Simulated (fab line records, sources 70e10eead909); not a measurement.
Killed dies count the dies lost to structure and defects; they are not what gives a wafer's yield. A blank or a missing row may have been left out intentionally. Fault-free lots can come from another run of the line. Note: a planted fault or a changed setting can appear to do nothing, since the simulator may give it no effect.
fab line records ; flow nandHarc
record: lots: 6; wafers: 18; lastDay: 24
route steps=1159 shown A_SOURCE_PLATE@418 A_ONON_D1@424 END@1159
lots with no fault: from the same line, run without faults
startH: hours from the record's first day to the start of the lot's first wafer shown ; waitH: time in hours since the lot's previous step ; " the same as in the row above ; L1.1+2: a single row standing in for several wafers ; - no value, or no start given ; * or withheld: withheld ; < > ~ a bound
route shown NAME@n: a module of which the file shows steps, and the number in the route of the first ; usual: mean and standard deviation over wafers with no fault ; same: alike in all rows ; chamber/n: place in a boat ; sites: readings site by site ; _std_site: their standard deviation ; _edge_site: outer sites' mean less inner sites' ; radiusMm: for every site, how far away it sits from the centre of the wafer ; mask NAME#n: copy n ; behind: the last tool/chamber to shape the wafer ; hold: reason for holding the lot/hours on hold/outcome of the hold ; device: the n, p or np transistor that did not switch ; end of line: at the end of the route, the tests of the same wafers ; a step with no rows: only its recipe ; killed: dies that structure and defects cost at the first sort, which is not the same as the wafer's yield ; map: per-die view of a wafer (x killed, . not killed, _ where there is no die)
set.NAME: the setting as run; set.NAME@STEP: as run at that earlier step ; model.NAME: the simulator's own value behind a step, which no gauge read
a table for each step, a row for each wafer; lots at some steps of the route
services: when a tool's chamber went out of use (startH, in hours from the record's first day, below 0 if earlier), for how many hours, and the reason
== steps ==
step: NHARC_A_SOURCE_PLATE_CVD_03
recipe: targetThkA: 2000; tempC: 620; pressureMtorr: 200; timeS: 4000; material: poly-Si
step: NHARC_A_SOURCE_PLATE_ANNEAL_05
recipe: tempC: 850; timeS: 1800
step: NHARC_A_SOURCE_PLATE_THK_MEAS_06
recipe: thkMeasGauge: ellipsometry
usual: thkNm: 199.8/2.1
lot.wafer;tool;chamber;startH;waitH;thkNm
L180.1;filmMetro-02;-;171.94;0.4;200.3
L180.5;filmMetro-02;-;171.94;0.4;200.9
L180.6;filmMetro-02;-;171.94;0.4;199.4
L179.3;filmMetro-01;-;171.94;0.4;198.5
L179.4;filmMetro-01;-;171.94;0.4;199.3
L179.5;filmMetro-01;-;171.94;0.4;198.4
L185.1;filmMetro-02;-;205.49;0.4;199.4
L185.4;filmMetro-02;-;205.49;0.4;196.4
L185.6;filmMetro-02;-;205.49;0.4;198.3
L186.1;filmMetro-02;-;215.20;0.4;200.1
L186.5;filmMetro-02;-;215.20;0.4;203.1
L186.6;filmMetro-02;-;215.20;0.4;201.6
L195.3;filmMetro-01;-;267.38;0.4;202.1
L195.5;filmMetro-01;-;267.38;0.4;200.3
L195.6;filmMetro-01;-;267.38;0.4;201.3
L198.3;filmMetro-01;-;285.70;0.4;201.2
L198.4;filmMetro-01;-;285.70;0.4;202.5
L198.6;filmMetro-01;-;285.70;0.4;202.2
step: NHARC_A_SOURCE_PLATE_INSPECT_08
usual: rawDefectCount: 66/25
lot.wafer;tool;chamber;startH;waitH;rawDefectCount
L180.1;defectInspect-02;-;172.00;0.0;62
L180.5;defectInspect-02;-;172.00;0.0;122
L180.6;defectInspect-02;-;172.00;0.0;76
L179.3;defectInspect-01;-;172.00;0.0;63
L179.4;defectInspect-01;-;172.00;0.0;45
L179.5;defectInspect-01;-;172.00;0.0;67
L185.1;defectInspect-01;-;205.56;0.0;42
L185.4;defectInspect-01;-;205.56;0.0;37
L185.6;defectInspect-01;-;205.56;0.0;75
L186.1;defectInspect-01;-;215.27;0.0;63
L186.5;defectInspect-01;-;215.27;0.0;57
L186.6;defectInspect-01;-;215.27;0.0;86
L195.3;defectInspect-01;-;267.44;0.0;34
L195.5;defectInspect-01;-;267.44;0.0;51
L195.6;defectInspect-01;-;267.44;0.0;35
L198.3;defectInspect-02;-;285.79;0.0;17
L198.4;defectInspect-02;-;285.79;0.0;33
L198.6;defectInspect-02;-;285.79;0.0;26
step: NHARC_A_ONON_D1_DEP_00
recipe: targetThkA: 10000; n2FlowSccm: 2750; n2oFlowSccm: 2000; nh3FlowSccm: 500; sih4FlowSccm: 210; tempC: 400
step: NHARC_A_ONON_D1_THK_MEAS_02
recipe: thkMeasGauge: ellipsometry
usual: thkNm: 1000/11
lot.wafer;tool;chamber;startH;waitH;thkNm
L180.1;filmMetro-01;-;172.58;-;997
L180.5;filmMetro-01;-;172.58;-;995
L180.6;filmMetro-01;-;172.58;-;995
L179.3;filmMetro-01;-;172.93;-;998
L179.4;filmMetro-01;-;172.93;-;997
L179.5;filmMetro-01;-;172.93;-;998
L185.1;filmMetro-02;-;206.14;-;1025
L185.4;filmMetro-02;-;206.14;-;1025
L185.6;filmMetro-02;-;206.14;-;1025
L186.1;filmMetro-02;-;215.84;-;1001
L186.5;filmMetro-02;-;215.84;-;1001
L186.6;filmMetro-02;-;215.84;-;1003
L195.3;filmMetro-01;-;268.02;-;1002
L195.5;filmMetro-01;-;268.02;-;1002
L195.6;filmMetro-01;-;268.02;-;1002
L198.3;filmMetro-01;-;286.37;-;988
L198.4;filmMetro-01;-;286.37;-;988
L198.6;filmMetro-01;-;286.37;-;987
step: NHARC_A_ONON_D1_DEP_03
recipe: targetThkA: 10000; n2FlowSccm: 2750; n2oFlowSccm: 2000; nh3FlowSccm: 500; sih4FlowSccm: 210; tempC: 400
step: NHARC_A_ONON_D1_THK_MEAS_05
recipe: thkMeasGauge: ellipsometry
usual: thkNm: 998/9.5
lot.wafer;tool;chamber;startH;waitH;thkNm
L180.1;filmMetro-01;-;173.27;-;998
L180.5;filmMetro-01;-;173.27;-;999
L180.6;filmMetro-01;-;173.27;-;997
L179.3;filmMetro-01;-;173.50;-;984
L179.4;filmMetro-01;-;173.50;-;983
L179.5;filmMetro-01;-;173.50;-;985
L185.1;filmMetro-02;-;206.70;-;997
L185.4;filmMetro-02;-;206.70;-;997
L185.6;filmMetro-02;-;206.70;-;1001
L186.1;filmMetro-01;-;216.41;-;1000
L186.5;filmMetro-01;-;216.41;-;1000
L186.6;filmMetro-01;-;216.41;-;999
L195.3;filmMetro-02;-;268.59;-;989
L195.5;filmMetro-02;-;268.59;-;990
L195.6;filmMetro-02;-;268.59;-;990
L198.3;filmMetro-01;-;286.93;-;1000
L198.4;filmMetro-01;-;286.93;-;1000
L198.6;filmMetro-01;-;286.93;-;1002
step: NHARC_A_ONON_D1_DEP_06
recipe: targetThkA: 10000; n2FlowSccm: 2750; n2oFlowSccm: 2000; nh3FlowSccm: 500; sih4FlowSccm: 210; tempC: 400
step: NHARC_A_ONON_D1_THK_MEAS_08
recipe: thkMeasGauge: ellipsometry
usual: thkNm: 996/11
lot.wafer;tool;chamber;startH;waitH;thkNm
L180.1;filmMetro-02;-;173.85;-;993
L180.5;filmMetro-02;-;173.85;-;992
L180.6;filmMetro-02;-;173.85;-;992
L179.3;filmMetro-01;-;174.07;-;1011
L179.4;filmMetro-01;-;174.07;-;1009
L179.5;filmMetro-01;-;174.07;-;1013
L185.1;filmMetro-02;-;207.49;-;1001
L185.4;filmMetro-02;-;207.49;-;1001
L185.6;filmMetro-02;-;207.49;-;1001
L186.1;filmMetro-01;-;216.98;-;997
L186.5;filmMetro-01;-;216.98;-;998
L186.6;filmMetro-01;-;216.98;-;996
L195.3;filmMetro-01;-;269.16;-;992
L195.5;filmMetro-01;-;269.16;-;990
L195.6;filmMetro-01;-;269.16;-;992
L198.3;filmMetro-02;-;287.50;-;992
L198.4;filmMetro-02;-;287.50;-;995
L198.6;filmMetro-02;-;287.50;-;994
step: NHARC_A_ONON_D1_DEP_09
recipe: targetThkA: 10000; n2FlowSccm: 2750; n2oFlowSccm: 2000; nh3FlowSccm: 500; sih4FlowSccm: 210; tempC: 400
usual: n2oFlowSccm: 1999/5.7
lot.wafer;tool;chamber;startH;waitH;n2oFlowSccm
L180.1;pecvdOnon-02;0;173.91;0.1;2001
L180.5;pecvdOnon-02;0;173.91;0.1;1998
L180.6;pecvdOnon-02;0;173.91;0.1;2008
L179.3;pecvdOnon-01;0;174.24;0.2;2002
L179.4;pecvdOnon-01;0;174.24;0.2;1990
L179.5;pecvdOnon-01;0;174.24;0.2;2002
L185.1;pecvdOnon-02;0;207.68;0.2;2000
L185.4;pecvdOnon-02;0;207.68;0.2;2001
L185.6;pecvdOnon-02;0;207.68;0.2;1996
L186.1;pecvdOnon-02;0;217.03;0.1;1991
L186.5;pecvdOnon-02;0;217.03;0.1;1989
L186.6;pecvdOnon-02;0;217.03;0.1;1987
L195.3;pecvdOnon-01;0;269.33;0.2;2006
L195.5;pecvdOnon-01;0;269.33;0.2;2001
L195.6;pecvdOnon-01;0;269.33;0.2;2001
L198.3;pecvdOnon-01;0;287.67;0.2;2008
L198.4;pecvdOnon-01;0;287.67;0.2;1998
L198.6;pecvdOnon-01;0;287.67;0.2;2008
step: NHARC_A_ONON_D1_THK_MEAS_11
recipe: thkMeasGauge: ellipsometry
usual: thkNm: 1001/9.4
lot.wafer;tool;chamber;startH;waitH;thkNm
L180.1;filmMetro-01;-;174.41;-;991
L180.5;filmMetro-01;-;174.41;-;986
L180.6;filmMetro-01;-;174.41;-;987
L179.3;filmMetro-01;-;174.63;-;999
L179.4;filmMetro-01;-;174.63;-;1000
L179.5;filmMetro-01;-;174.63;-;1003
L185.1;filmMetro-01;-;208.19;-;1550
L185.4;filmMetro-01;-;208.19;-;1550
L185.6;filmMetro-01;-;208.19;-;1547
L186.1;filmMetro-02;-;217.55;-;1527
L186.5;filmMetro-02;-;217.55;-;1525
L186.6;filmMetro-02;-;217.55;-;1527
L195.3;filmMetro-02;-;269.73;-;1012
L195.5;filmMetro-02;-;269.73;-;1009
L195.6;filmMetro-02;-;269.73;-;1011
L198.3;filmMetro-02;-;288.06;-;1011
L198.4;filmMetro-02;-;288.06;-;1012
L198.6;filmMetro-02;-;288.06;-;1008
step: NHARC_A_ONON_D1_DEP_12
recipe: targetThkA: 10000; n2FlowSccm: 2750; n2oFlowSccm: 2000; nh3FlowSccm: 500; sih4FlowSccm: 210; tempC: 400
step: NHARC_END_SORT_01
recipe: tempC: 25
usual: killedAtArray: 29/12; killedAtOther: 0.7/1; killedAtPeriphery: 4/3.2; killedDies: 34/12; killedOpen: 3.4/2; killedShort: 1.8/1.3
same: grossDies: 677
lot.wafer;tool;chamber;startH;waitH;killedAtArray;killedAtOther;killedAtPeriphery;killedDies;killedOpen;killedShort
L186.1;prober-02;0;489.56;2.4;673;1;3;677;4;3
L186.5;prober-02;0;492.79;3.7;676;0;1;677;2;5
L186.6;prober-02;0;493.60;4.0;676;0;1;677;4;0
L185.1;prober-02;0;497.43;2.5;673;0;4;677;8;1
L185.4;prober-02;0;499.81;3.4;669;0;8;677;3;0
L185.6;prober-02;0;501.41;4.0;667;0;10;677;6;4
L195.3;prober-01;0;567.78;3.1;16;2;1;19;2;1
L195.5;prober-01;0;569.40;3.8;16;5;3;24;4;2
L195.6;prober-01;0;570.22;4.1;18;5;5;28;5;1
killed by level:class
L186.1 A_ONON_D1:areaDep=646 A_SLIT:chamberFilmFlake=9 A_STAIRCASE:chamberFilmFlake=7 A_CHANNEL_FILL_D1:chamberFilmFlake=3 A_CONTACT:geometricParticle:open=2 A_CONTACT:chamberFilmFlake=2 P_GATE:geometricParticle:short=1 P_M1:geometricParticle:open=1
L186.5 A_ONON_D1:areaDep=646 A_SLIT:chamberFilmFlake=17 A_CHANNEL_FILL_D1:chamberFilmFlake=3 A_CONTACT:chamberFilmFlake=3 A_M0:geometricParticle:open=2 P_STI:geometricParticle:short=1 A_ONON_D1:geometricParticle:short=1 A_CHANNEL_HOLE_D1:geometricParticle:short=1
L186.6 A_ONON_D1:areaDep=654 A_SLIT:chamberFilmFlake=10 A_CONTACT:chamberFilmFlake=4 A_CHANNEL_HOLE_D1:chamberFilmFlake=3 A_CONTACT:geometricParticle:open=2 A_CHANNEL_FILL_D1:chamberFilmFlake=2 P_GATE:geometricParticle:open=1 A_BLC:geometricParticle:open=1
L185.1 A_ONON_D1:areaDep=649 A_CHANNEL_HOLE_D1:chamberFilmFlake=12 A_BLC:geometricParticle:open=4 A_STAIRCASE:chamberFilmFlake=4 P_M1:geometricParticle:open=2 A_WL_FILL:geometricParticle:short=1 A_CONTACT:geometricParticle:open=1 A_M0:geometricParticle:open=1
L185.4 A_ONON_D1:areaDep=648 A_CHANNEL_HOLE_D1:chamberFilmFlake=10 P_ZERO_WELL:chamberFilmFlake=4 A_CONTACT:chamberFilmFlake=4 P_GATE:chamberFilmFlake=3 A_WL_FILL:chamberFilmFlake=3 A_STAIRCASE:chamberFilmFlake=2 P_GATE:geometricParticle:open=1
L185.6 A_ONON_D1:areaDep=640 A_CHANNEL_HOLE_D1:chamberFilmFlake=14 P_ZERO_WELL:chamberFilmFlake=5 A_WL_FILL:geometricParticle:open=2 A_BLC:geometricParticle:short=2 P_STI:chamberFilmFlake=2 P_GATE:chamberFilmFlake=2 A_WL_FILL:chamberFilmFlake=2
L195.3 A_CHANNEL_HOLE_D1:chamberFilmFlake=7 A_WL_FILL:chamberFilmFlake=3 A_STAIRCASE:chamberFilmFlake=2 THIN_TSV:chamberFilmFlake=2 A_WL_FILL:geometricParticle:short=1 A_WL_FILL:geometricParticle:open=1 A_BLC:geometricParticle:open=1 P_STI:chamberFilmFlake=1
L195.5 A_CHANNEL_HOLE_D1:chamberFilmFlake=6 THIN_TSV:chamberFilmFlake=5 A_CONTACT:chamberFilmFlake=3 P_CONTACT:geometricParticle:open=2 A_WL_FILL:geometricParticle:open=2 A_STAIRCASE:chamberFilmFlake=2 A_CHANNEL_FILL_D1:geometricParticle:short=1 A_WL_FILL:geometricParticle:short=1
L195.6 A_CHANNEL_HOLE_D1:chamberFilmFlake=11 THIN_TSV:chamberFilmFlake=5 A_STAIRCASE:chamberFilmFlake=3 P_GATE:chamberFilmFlake=2 P_CONTACT:geometricParticle:short=1 P_CONTACT:geometricParticle:open=1 P_M1:geometricParticle:open=1 A_CONTACT:geometricParticle:open=1
map L185.1 (x killed, . not)
____________x____________
_________xxxxxxx_________
_______xxxxxxxxxxx_______
______xxxxxxxxxxxxx______
_____xxxxxxxxxxxxxxx_____
____xxxxxxxxxxxxxxxxx____
____xxxxxxxxxxxxxxxxx____
___xxxxxxxxxxxxxxxxxxx___
___xxxxxxxxxxxxxxxxxxx___
__xxxxxxxxxxxxxxxxxxxxx__
__xxxxxxxxxxxxxxxxxxxxx__
_xxxxxxxxxxxxxxxxxxxxxxx_
_xxxxxxxxxxxxxxxxxxxxxxx_
_xxxxxxxxxxxxxxxxxxxxxxx_
_xxxxxxxxxxxxxxxxxxxxxxx_
_xxxxxxxxxxxxxxxxxxxxxxx_
xxxxxxxxxxxxxxxxxxxxxxxxx
xxxxxxxxxxxxxxxxxxxxxxxxx
xxxxxxxxxxxxxxxxxxxxxxxxx
xxxxxxxxxxxxxxxxxxxxxxxxx
xxxxxxxxxxxxxxxxxxxxxxxxx
_xxxxxxxxxxxxxxxxxxxxxxx_
_xxxxxxxxxxxxxxxxxxxxxxx_
_xxxxxxxxxxxxxxxxxxxxxxx_
_xxxxxxxxxxxxxxxxxxxxxxx_
_xxxxxxxxxxxxxxxxxxxxxxx_
__xxxxxxxxxxxxxxxxxxxxx__
__xxxxxxxxxxxxxxxxxxxxx__
___xxxxxxxxxxxxxxxxxxx___
___xxxxxxxxxxxxxxxxxxx___
____xxxxxxxxxxxxxxxxx____
____xxxxxxxxxxxxxxxxx____
_____xxxxxxxxxxxxxxx_____
______xxxxxxxxxxxxx______
_______xxxxxxxxxxx_______
_________xxxxxxx_________
____________x____________
map L186.1 (x killed, . not)
____________x____________
_________xxxxxxx_________
_______xxxxxxxxxxx_______
______xxxxxxxxxxxxx______
_____xxxxxxxxxxxxxxx_____
____xxxxxxxxxxxxxxxxx____
____xxxxxxxxxxxxxxxxx____
___xxxxxxxxxxxxxxxxxxx___
___xxxxxxxxxxxxxxxxxxx___
__xxxxxxxxxxxxxxxxxxxxx__
__xxxxxxxxxxxxxxxxxxxxx__
_xxxxxxxxxxxxxxxxxxxxxxx_
_xxxxxxxxxxxxxxxxxxxxxxx_
_xxxxxxxxxxxxxxxxxxxxxxx_
_xxxxxxxxxxxxxxxxxxxxxxx_
_xxxxxxxxxxxxxxxxxxxxxxx_
xxxxxxxxxxxxxxxxxxxxxxxxx
xxxxxxxxxxxxxxxxxxxxxxxxx
xxxxxxxxxxxxxxxxxxxxxxxxx
xxxxxxxxxxxxxxxxxxxxxxxxx
xxxxxxxxxxxxxxxxxxxxxxxxx
_xxxxxxxxxxxxxxxxxxxxxxx_
_xxxxxxxxxxxxxxxxxxxxxxx_
_xxxxxxxxxxxxxxxxxxxxxxx_
_xxxxxxxxxxxxxxxxxxxxxxx_
_xxxxxxxxxxxxxxxxxxxxxxx_
__xxxxxxxxxxxxxxxxxxxxx__
__xxxxxxxxxxxxxxxxxxxxx__
___xxxxxxxxxxxxxxxxxxx___
___xxxxxxxxxxxxxxxxxxx___
____xxxxxxxxxxxxxxxxx____
____xxxxxxxxxxxxxxxxx____
_____xxxxxxxxxxxxxxx_____
______xxxxxxxxxxxxx______
_______xxxxxxxxxxx_______
_________xxxxxxx_________
____________x____________
== services ==
tool;chamber;startH;hours;kind
pecvdOnon-01;-;195.10;13.0;pm
== key ==
firstSign: step: NHARC_A_ONON_D1_THK_MEAS_11; reading: thkNm; direction: up; sigmas: 57; usual: 1001; struck: 1538
effect: step: NHARC_END_SORT_01; reading: killedDies; direction: up; sigmas: 55; usual: 34; struck: 677
moreKillsBornAt: NHARC_A_ONON_D1_DEP_09@pecvdOnon-02: 3883
metAt NHARC_A_ONON_D1_DEP_09
struckWafers L185.1,L185.4,L185.6,L186.1,L186.5,L186.6
laterRowsLeftOut L185.1,L185.4,L185.6,L186.1,L186.5,L186.6
testerLeftOut L185,L186
onsetBetween 173.91 207.68
fault: kind: processParameterDrift; tool: pecvdOnon-02; chamber: 0; onsetH: 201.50; steps: NHARC_A_ONON_D1_DEP_09; channel: targetThkA; offset: *; shape: step; endH: 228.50; actsIn: *; stated: *
testerLeftOut: of these lots the tester's yield and bins aren't shown, on N5 and GAA mostly nor the transistor test; their killed dies are dies lost to structure and defects alone, not to doping, threshold or leakage, so they don't give the yield
laterRowsLeftOut: the simulator's readings of these wafers behind a module that went badly wrong aren't trusted and aren't shown, but for the sort
